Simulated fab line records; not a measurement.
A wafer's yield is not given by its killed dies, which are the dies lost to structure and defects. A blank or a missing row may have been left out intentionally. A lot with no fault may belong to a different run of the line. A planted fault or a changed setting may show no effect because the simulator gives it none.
Split-lot trial | flow n5_finfet | 21 wafers read across 7 lots, on a route 1938 steps long

== ON THE SPLIT ==
At N5_BEOL_M5_COAT_05 (resist thk 30 nm), the setting spin_rpm was moved away from the recipe's 1500 rpm on 8 of the 21 wafers read, by -11.1% to +11.0%. The other wafers ran this setting at the recipe's value.

The reading comes from the split's own step.

== THE READING ==
CAR-EUV_of_BEOL_M5_COAT_05.thk_nm (the simulator's own value, which no gauge read), in nm, at N5_BEOL_M5_COAT_05 (resist thk 30 nm). There is no usual value for it anywhere in the file. The 13 wafers here that ran the recipe average 30.1 nm, standard deviation 0.1 nm.

wafer  | tool, chamber at the split | spin_rpm as run, rpm | against the recipe | CAR-EUV_of_BEOL_M5_COAT_05.thk_nm, nm | against lot-mates on the recipe
L083.2 | litho_track-03, 0          | 1570                 | +4.7%              | 29.4                                  | -0.6
L083.6 | litho_track-03, 0          | 1570                 | +4.7%              | 29.4                                  | -0.6
L083.5 | litho_track-03, 0          | 1500                 | recipe             | 30                                    | -
L084.2 | litho_track-02, 0          | 1428                 | -4.8%              | 31                                    | +0.8
L084.4 | litho_track-02, 0          | 1500                 | recipe             | 30.2                                  | -
L084.5 | litho_track-02, 0          | 1500                 | recipe             | 30.2                                  | -
L086.1 | litho_track-05, 0          | 1500                 | recipe             | 30.2                                  | -
L086.4 | litho_track-05, 0          | 1500                 | recipe             | 30.2                                  | -
L086.6 | litho_track-05, 0          | 1500                 | recipe             | 30.2                                  | -
L089.1 | litho_track-05, 0          | 1561                 | +4.1%              | 29.4                                  | -0.6
L089.4 | litho_track-05, 0          | 1500                 | recipe             | 30                                    | -
L089.5 | litho_track-05, 0          | 1500                 | recipe             | 30                                    | -
L091.1 | litho_track-05, 0          | 1500                 | recipe             | 30                                    | -
L091.3 | litho_track-05, 0          | 1500                 | recipe             | 30                                    | -
L091.2 | litho_track-05, 0          | 1665                 | +11.0%             | 28.4                                  | -1.6
L093.1 | litho_track-03, 0          | 1500                 | recipe             | 30.2                                  | -
L093.6 | litho_track-03, 0          | 1500                 | recipe             | 30.2                                  | -
L093.4 | litho_track-03, 0          | 1334                 | -11.1%             | 32                                    | +1.8
L096.4 | litho_track-03, 0          | 1500                 | recipe             | 30                                    | -
L096.5 | litho_track-03, 0          | 1341                 | -10.6%             | 31.8                                  | +1.8
L096.6 | litho_track-03, 0          | 1341                 | -10.6%             | 31.8                                  | +1.8

FIT RESULTS
A straight line over all 21 wafers: CAR-EUV_of_BEOL_M5_COAT_05.thk_nm changes by -0.162 nm for each +1% of spin_rpm; r = -0.99; the points scatter about the line by 0.092 nm.
The same after taking each lot's own level away (the mean of its wafers on the recipe; 21 wafers): -0.158 nm for each +1%; r = -1.00; scatter 0.058 nm.
According to that fit, moving spin_rpm by its largest amount changes the reading by 1.7 nm.
The span of the lots' own levels, 30.00 to 30.20 nm, comes to 2.0 times the standard deviation stated above.
Consequently the slope shifts little with the lot-to-lot level, the two slopes agreeing.
Check: +1.78 nm against its lot-mates is what the line predicts for one of the wafers moved furthest among these (-11.1%) when that wafer is left out of the fit. Against them it came out at +1.8 nm.

== THE FILE'S OWN FIT ==
CAR-EUV_of_BEOL_M5_COAT_05.thk_nm changes by -0.157 nm for each +1% of spin_rpm, r = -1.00.
